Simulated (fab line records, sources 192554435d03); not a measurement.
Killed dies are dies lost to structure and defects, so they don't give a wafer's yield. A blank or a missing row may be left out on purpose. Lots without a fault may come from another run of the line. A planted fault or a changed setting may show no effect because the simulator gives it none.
fab line records | flow n5_finfet
record lots=4 wafers=12 last_day=18
route steps=1938 shown PMOS_HMC_CHANNEL_EPI@59 FIN_SAQP@90 PASSIVATION@1936
lots that met no fault: from a run of the same line without faults
start_h: hours from the record's first day to the start of the lot's first wafer shown | wait_h: hours since the lot's step before | " the same as in the row above | L1.1+2: a row that stands for several wafers | - no value, or no start given | * or withheld: withheld | < > ~ a bound
route shown NAME@n: a module of which the file shows steps, and the number in the route of the first | usual: mean/standard deviation of fault-free wafers | same: alike in all rows | chamber/n: place in a boat | sites: the reading at each site | _std_site: their standard deviation | _edge_site: outer sites' mean less inner sites' | radius_mm: how far each site lies from the wafer's centre | mask NAME#n: copy n | behind: the tool/chamber that last shaped the wafer | hold: why the lot was held/for how many hours/how that ended | device: the transistor (n, p or np) that didn't switch | end of line: the same wafers' tests at the end of the route | a step without rows: its recipe alone | killed: dies lost to structure and defects at the first sort, not the wafer's yield | map: a wafer's dies, x killed, . not, _ none there
set.NAME: the setting as run; set.NAME@STEP: as run at that earlier step | model.NAME: the simulator's own value behind a step, which no gauge read
lots at some steps of the route; a table a step, a row a wafer
services: from which hour (start_h, from the record's first day; less than 0 if before it) a tool's chamber was out of use, for how many hours, and why
## steps
# step N5_PMOS_HMC_CHANNEL_EPI_COAT_03
# recipe resist=CAR-ArF-block spin_rpm=1500 resist_thk_nm=205
# step N5_PMOS_HMC_CHANNEL_EPI_EBR_05
# recipe solvent=PGMEA ebr_width_mm=1.5
# step N5_PMOS_HMC_CHANNEL_EPI_SOFTBAKE_04
# recipe temp_c=110 time_s=60 resist=CAR-ArF-block
# step N5_PMOS_HMC_CHANNEL_EPI_EXPOSE_06
# recipe mask_id=PMOS_HMC_BLK na=1.35 source_shape=conventional sigma_outer=0.8 polarization=unpolarized target_cd_nm=240 dose_mj=41
# step N5_PMOS_HMC_CHANNEL_EPI_PEB_07
# recipe peb_temp_c=110 peb_time_s=60 resist=CAR-ArF-block
# step N5_PMOS_HMC_CHANNEL_EPI_DEVELOP_08
# recipe develop_time_s=30 developer=TMAH resist=CAR-ArF-block dev_temp_c=23 rinse_liquid=diw dry=air_spin
# step N5_PMOS_HMC_CHANNEL_EPI_DESCUM_14
# recipe chemistry=O2 time_s=7.9 source_power_w=50 bias_power_w=20 pressure_mtorr=20 rf_frequency_hz=2.712e+07 temp_c=40 resist=CAR-ArF-block o2_flow_sccm=225
# step N5_PMOS_HMC_CHANNEL_EPI_ETCH_32
# recipe chemistry=N2/H2 target=BARC stop_on=SiO2 target_depth_a=858 over_etch_frac=0.3 time_s=50.3 ion_energy_ev=200 mask_material=CAR-ArF-block pressure_mtorr=30 source_w=840 bias_w=150 n2_flow_sccm=200 h2_flow_sccm=200
# step N5_PMOS_HMC_CHANNEL_EPI_HM_OPEN_15
# recipe chemistry=CHF3/O2 target=SiO2 mask_material=CAR-ArF-block target_depth_a=406 CHF3_flow_sccm=50 O2_flow_sccm=5 Ar_flow_sccm=200 time_s=20.3 pressure_mtorr=30 source_w=650 bias_w=170 ion_energy_ev=200
# step N5_PMOS_HMC_CHANNEL_EPI_STRIP_33
# recipe chemistry=N2/H2 power_w=500 temp_c=40 pressure_mtorr=50 rf_frequency_hz=6e+07 overash_fraction=0.3 bias_power_w=8 h2_frac=0.5 n2_flow_sccm=300 h2_flow_sccm=300
# usual bias_power_w=8.003/0.024 drypump_motor_current_A=5.5/0.51 n2_flow_sccm=300.0/0.86 oes_product_au=0.82/0.092 rf_vpp_V=54.1/1.6 showerhead_plenum_p_Torr=3.38/0.12 throttle_valve_pct=19.0/0.35
# same overash_fraction=0.3
# columns lot.wafer tool chamber start_h wait_h bias_power_w drypump_motor_current_A n2_flow_sccm oes_product_au rf_hours_counter_h rf_vpp_V showerhead_plenum_p_Torr throttle_valve_pct
L355.1 rie_diel-05 2 29.45 0.0 8.027 5.5 300.4 0.81 96 54.2 3.23 18.4
L355.2 " 1 " " 8.020 5.9 300.3 0.98 8 54.2 3.58 19.4
L355.6 " 1 " " 8.009 5.9 299.4 0.98 - 54.8 3.58 19.5
L356.1 rie_diel-04 3 35.28 0.0 7.986 5.9 299.1 0.75 179 52.7 3.35 19.1
L356.2 " 0 " " 8.036 5.8 301.1 0.74 175 52.1 3.36 19.3
L356.6 " 3 " " 8.007 5.8 301.2 0.74 - 53.0 3.35 19.1
L366.1 rie_diel-04 3 95.65 0.0 7.980 5.8 299.0 0.73 196 55.2 3.35 19.1
L366.2 " 1 " " 7.976 5.8 298.9 0.91 30 52.1 3.29 19.0
L366.6 " 2 " " 8.066 5.5 299.1 0.79 - 52.7 3.24 18.4
L369.3 rie_diel-04 0 113.29 0.0 8.013 5.8 299.8 0.73 197 54.3 3.35 19.3
L369.4 " 1 " " 7.979 5.7 300.4 0.89 - 54.2 3.29 19.0
L369.5 " 3 " " 7.991 5.8 299.7 0.72 - 53.5 3.34 19.2
# step N5_PMOS_HMC_CHANNEL_EPI_STRIP_17
# recipe chemistry=SPM time_s=750 temp_c=130 h2so4_h2o2_vol_ratio=4 dry=ipa_marangoni
# step N5_PMOS_HMC_CHANNEL_EPI_ETCH_38
# recipe chemistry=CF4 target=SiO2 target_depth_a=15 ion_energy_ev=350 pressure_mtorr=10 icp_w=800 bias_w=400 cf4_flow_sccm=80
# step N5_PMOS_HMC_CHANNEL_EPI_FIN_RECESS_16
# recipe chemistry=HBr/Cl2 target=Si mask_material=SiO2 target_depth_a=540 time_s=18 pressure_mtorr=10 icp_w=800 bias_w=75 HBr_flow_sccm=150 Cl2_flow_sccm=80
# step N5_PMOS_HMC_CHANNEL_EPI_PRECLEAN_36
# recipe chemistry=O3/DIW time_s=45 temp_c=22 o3_ppm=10
# step N5_PMOS_HMC_CHANNEL_EPI_PRECLEAN_18
# recipe chemistry=DHF time_s=30 temp_c=25 dilution=withheld
# step N5_PMOS_HMC_CHANNEL_EPI_SRD_19
# recipe dry=ipa_marangoni do_ppb=5 time_s=30 temp_c=23 rinse_liquid=diw
# step N5_PMOS_HMC_CHANNEL_EPI_EPI_20
# recipe material=SiGe30 mask_material=SiO2 pressure_torr=20 target_thk_a=590 temp_c=600
# step N5_PMOS_HMC_CHANNEL_EPI_HM_STRIP_35
# recipe chemistry=dHF temp_c=25 material=SiO2 target=SiO2 target_depth_a=396 time_s=216
# step N5_PMOS_HMC_CHANNEL_EPI_SRD_39
# recipe dry=ipa_marangoni time_s=30 temp_c=23 rinse_liquid=diw
# step N5_PMOS_HMC_CHANNEL_EPI_CMP_21
# recipe material=SiGe30 post_cmp_clean=alkaline_brush target_thk_nm=54
# step N5_PMOS_HMC_CHANNEL_EPI_PRECLEAN_40
# recipe chemistry=DHF time_s=30 temp_c=25 dilution=withheld
# step N5_PMOS_HMC_CHANNEL_EPI_PRECLEAN_37
# recipe chemistry=O3/DIW time_s=45 temp_c=22 o3_ppm=10
# step N5_PMOS_HMC_CHANNEL_EPI_PRECLEAN_24
# recipe chemistry=DHF time_s=30 temp_c=25 dilution=withheld
# step N5_PMOS_HMC_CHANNEL_EPI_SRD_25
# recipe dry=ipa_marangoni do_ppb=5 time_s=30 temp_c=23 rinse_liquid=diw
# step N5_PMOS_HMC_CHANNEL_EPI_EPI_26
# recipe material=Si target_thk_a=38 temp_c=650 precursor=SiH4/H2 pressure_torr=20 time_s=22.7
# step N5_FIN_SAQP_PRECLEAN_42
# recipe chemistry=O3/DIW time_s=60 temp_c=22 o3_ppm=10
# step N5_FIN_SAQP_PRECLEAN_00
# recipe chemistry=SC1 time_s=60 temp_c=55 mix=1:2:50
# step N5_FIN_SAQP_PRECLEAN_44
# recipe chemistry=SC2 time_s=45 temp_c=35 mix=1:1:50
# step N5_FIN_SAQP_SRD_01
# recipe dry=ipa_marangoni time_s=30 temp_c=23 rinse_liquid=diw
# step N5_FIN_SAQP_ALD_61
# recipe material=SiO2 target_thk_a=40 temp_c=300 ald_precursor_family=BDEAS ald_co_reactant=O2-plasma pulse_time_s=1 purge_time_s=2 co_reactant_purge_time_s=2 ald_cycles=43 pressure_torr=2
# step N5_FIN_SAQP_DENSIFY_62
# recipe temp_c=700 time_s=60 ambient=N2 idle_temp_c=600 ramp_up_c_per_s=150 ramp_down_c_per_s=60 cool_to_c=600
# step N5_FIN_SAQP_HM_DEP_03
# recipe material=SiNx target_thk_a=380 temp_c=400 precursor=SiH4/NH3/N2 pressure_torr=1.5 rf_w=300 time_s=33.6
# step N5_FIN_SAQP_PECVD_47
# recipe material=a-Si target_thk_a=450 temp_c=400 precursor=SiH4/He pressure_torr=3 rf_w=100 time_s=36.3
# step N5_FIN_SAQP_PECVD_48
# recipe material=SiNx target_thk_a=250 temp_c=400 precursor=SiH4/NH3/N2 pressure_torr=1.5 rf_w=300 time_s=22.1
# step N5_FIN_SAQP_PECVD_06
# recipe material=a-Si target_thk_a=600 temp_c=400 precursor=SiH4/He pressure_torr=3 rf_w=100 time_s=48.1
# step N5_PASSIVATION_PROBE_49
# usual defect_limited_yield=91.4/1.2 killed_at_M0_to_M3=35/11 killed_at_M4_up=14/6 killed_at_contacts=12/6.7 killed_at_front_end=37/9.7 killed_at_other=3.5/2.5 killed_dies=102/15 killed_on_rim=13/3.6 killed_open=67/12 killed_short=33/7.3 sort_bin_5_function=5.1/0.81 sort_bin_6_memory=3.2/0.65 sort_n_pass=1078/15 sort_yield_pct=91.4/1.2
# same gross_dies=1180 killed_at_back_side=0 sort_bin_4_leakage[%]=0 sort_bin_8_speed[%]=0
# columns lot.wafer tool chamber start_h wait_h defect_limited_yield[%] killed_at_M0_to_M3 killed_at_M4_up killed_at_contacts killed_at_front_end killed_at_other killed_dies killed_on_rim killed_open killed_short sort_bin_5_function[%] sort_bin_6_memory[%] sort_n_pass sort_yield_pct[%]
L366.1 prober-02 - 389.64 0.0 87.1 30 19 5 96 2 152 27 62 28 8.3 2.8 1028 87.1
L366.2 prober-02 - 389.69 0.1 83.9 32 28 5 120 5 190 27 80 26 9.6 4.1 990 83.9
L366.6 prober-02 - 389.89 0.3 80.4 28 13 16 170 4 231 19 54 34 11.8 4.7 949 80.4
L369.3 prober-01 - 422.11 0.1 83.3 39 15 9 130 4 197 29 60 34 10.0 3.1 983 83.3
L369.4 prober-01 - 422.16 0.2 84.3 31 24 13 116 1 185 27 74 25 9.3 3.9 995 84.3
L369.5 prober-01 - 422.21 0.2 84.4 46 7 14 115 2 184 33 65 54 9.7 3.5 996 84.4
# killed by level:class
L366.1 PMOS_HMC_CHANNEL_EPI:unspecified=61 STI_FIN_REVEAL:geometric_particle:open=10 BEOL_M4:geometric_particle:open=10 BEOL_M0_SAQP:geometric_particle:short=6 FIN_SAQP:geometric_particle:open=5 MOL_CONTACT_COAG:geometric_particle:open=4 BEOL_M1:geometric_particle:open=4 BEOL_M1:geometric_particle:short=4
L366.2 PMOS_HMC_CHANNEL_EPI:unspecified=84 BEOL_M4:geometric_particle:open=13 BEOL_M3:geometric_particle:open=11 FIN_SAQP:geometric_particle:open=9 DUMMY_GATE:geometric_particle:open=9 BEOL_M4:geometric_particle:short=5 GATE_CUT:geometric_particle:short=4 GATE_CUT:geometric_particle:open=4
L366.6 PMOS_HMC_CHANNEL_EPI:unspecified=143 MOL_CONTACT_COAG:geometric_particle:open=11 DUMMY_GATE:geometric_particle:open=5 MOL_CONTACT_COAG:geometric_particle:short=5 BEOL_M3:geometric_particle:open=5 BEOL_M0_SAQP:geometric_particle:open=5 BEOL_M2:geometric_particle:open=5 BEOL_M4:geometric_particle:open=5
L369.3 PMOS_HMC_CHANNEL_EPI:unspecified=99 BEOL_M0_SAQP:geometric_particle:short=14 BEOL_M0_SAQP:geometric_particle:open=11 STI_FIN_REVEAL:geometric_particle:open=10 BEOL_M1:geometric_particle:open=7 FIN_SAQP:geometric_particle:short=6 MOL_CONTACT_COAG:geometric_particle:open=6 BEOL_M5:geometric_particle:open=5
L369.4 PMOS_HMC_CHANNEL_EPI:unspecified=83 STI_FIN_REVEAL:geometric_particle:open=13 MOL_CONTACT_COAG:geometric_particle:open=11 BEOL_M5:geometric_particle:open=8 BEOL_M0_SAQP:geometric_particle:short=6 BEOL_M1:geometric_particle:open=6 BEOL_M2:geometric_particle:open=6 BEOL_M4:geometric_particle:open=6
L369.5 PMOS_HMC_CHANNEL_EPI:unspecified=64 BEOL_M1:geometric_particle:open=13 BEOL_M0_SAQP:geometric_particle:short=11 FIN_SAQP:geometric_particle:open=9 GATE_CUT:geometric_particle:short=8 MOL_CONTACT_COAG:geometric_particle:open=8 STARTING-WAFER:geometric_particle:open=8 FIN_SAQP:geometric_particle:short=7
# map L366.6 (x killed, . not)
_________________........x...________________
______________.......x.....x..x._____________
___________x...x...................__________
__________.....................x..x._________
________..........................x..._______
_______...xx...x......x................______
______...............................x.._____
_____.............x............x.........____
____...................x..................___
___...x......x.........x..x...x.x...x....x.__
___................x.......................__
__.xx......x...................x.....x......_
__..............................x..........._
_.....x.x.xx..x...x..........................
_x.x.xxx.xxxxx.x......................x.x.x..
_..x.xxxxxxxx.x.................x............
_.xxxxxxxxxxxxxx.............................
_.xxxxxxxxxxxxxxx.........................x..
_xxxxxxxxxxxxxxxx.................x...xx.....
_xxxxxxxxxxxxxxx.x.......x..........xx.......
_xxxxxxxxxxxxxxxx...............x........x...
__.xxxxxxxxxxxxx....x.....................x._
__x.xxxxxxxxxx......x....x..............x..._
___..xxxxxxxxxx.x.x...........x...........x__
___....xxxxxx.......x...x....x.............__
____..xxxxxxx.x.......................x..x___
_____x......................x............____
______............x.....x..xx...x.x....._____
_______.x..........x.........x.........______
________.x........................x..._______
__________............x......x......_________
___________.......x................__________
______________.......x.x........_____________
_________________.xx.........________________
# map L369.3 (x killed, . not)
_________________.......x....________________
______________.........x....x..._____________
___________....x........x.......x..__________
__________..x....x.................._________
________x.........x.........x........._______
_______....................x...........______
______....x.x...x......xx..........x...._____
_____...x.......x..........x.............____
____......x......x............x...x.....x.___
___..........x..........................x..__
___....x........x....x..x....x.............__
__xx...............x.....x.....x............_
__.x.x...........................x.......x.._
_.........x.....x............................
_....................x.......x........x......
_.x.....x...x.x........x........x.......x....
_......x........................x....x.......
_................x...x.......x........x.x....
_...x........................xx.....xxxxxx.x.
_............x.....x............x...xxxxxxxxx
_.x..x.x....x..x...............x.xxxxxxxxxxxx
__..........x.......x...........x.xxxxxxxxxx_
__.....x.........................xxxxxxxxxxx_
___................x..x.....x.x..xxxxxxxxxx__
___.......x..........x..x......x..xxxxxxxxx__
____..........................x..xxxxxxxxx___
_____......x...........x........x.xxxxxxx____
______xx..........................xxxxxx_____
_______.x..xx....................x.x.xx______
________........x................x.x.._______
__________....x....x.........x......_________
___________..............x.x.......__________
______________.................._____________
_________________............________________
## services
# columns tool chamber start_h hours kind
rie_diel-05 3 5.89 - clean
rie_diel-05 3 5.89 - consumable_replace:focus_ring
rie_diel-05 3 5.89 30.8 scheduled_down
rie_diel-05 3 5.89 30.8 vent_cycle
rie_diel-05 - 25.24 0.2 repair
rie_diel-05 1 80.42 9.3 repair
rie_diel-04 2 105.37 13.3 repair
## key
first_sign step=N5_PASSIVATION_PROBE_49 reading=killed_at_front_end direction=up sigmas=9 usual=37 struck=124
effect step=N5_PASSIVATION_PROBE_49 reading=killed_dies direction=up sigmas=6 usual=102 struck=190
more_kills_born_at N5_PMOS_HMC_CHANNEL_EPI_STRIP_33@rie_diel-04=534
met_at N5_PMOS_HMC_CHANNEL_EPI_STRIP_33
struck_wafers L366.1,L366.2,L366.6,L369.3,L369.4,L369.5
onset_between 35.28 95.65
also_fits time
fault kind=chamber_particle_source tool=rie_diel-04 chamber=- onset_h=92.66 steps=N5_PMOS_HMC_CHANNEL_EPI_STRIP_33 rate_per_visit_cm2=1.5782 end_h=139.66
